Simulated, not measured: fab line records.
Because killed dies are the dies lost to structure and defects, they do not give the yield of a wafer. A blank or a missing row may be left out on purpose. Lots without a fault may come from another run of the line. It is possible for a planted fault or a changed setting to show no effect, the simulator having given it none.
Chamber matching	flow nand_harc	4 sister chambers for NHARC_P_M2_ETCH_35 on rie_diel-07
The step etches the open film in N2/H2, target depth 40 nm, overetch 12 nm, time 43.94 s. 4 wafers are shown with their chamber, then 9 later ones without.

WAFERS, EACH WITH ITS CHAMBER
wafer	chamber	drypump_motor_current_A (A)
L083.1	0	5.4
L084.1	3	5.3
L084.2	1	6.5
L084.6	2	5.7

WAFERS WITHOUT THEIR CHAMBER
wafer	drypump_motor_current_A (A)
L085.2	6.5
L085.4	5.4
L085.5	5.4
L088.2	5.5
L088.3	6.5
L088.5	5.7
L095.2	5.4
L095.3	5.4
L095.6	5.4

THE CHAMBER EACH PASSED THROUGH
wafer	from the rows above	in truth
L085.2	1	1
L085.4	0	0
L085.5	0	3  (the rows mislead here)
L088.2	0	0
L088.3	1	1
L088.5	2	2
L095.2	0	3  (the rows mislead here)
L095.3	0	0
L095.6	0	0
Correct placement for 7 of the 9. Number that these rows cannot place: 0. Placed wrongly: 2.
How it was worked out, from the rows above alone: a wafer's distance from a chamber is the root of the sum, over the readings, of the square of ((its reading less the chamber's mean) divided by the reading's scatter). The wafer belongs to the nearest chamber; if the next one is less than 2 further off, it can't be placed. For every chamber, the mean is computed from those of its wafers that are shown. The scatter: root of mean squared gap, hidden wafer to nearest shown wafer, with one shown wafer a chamber.
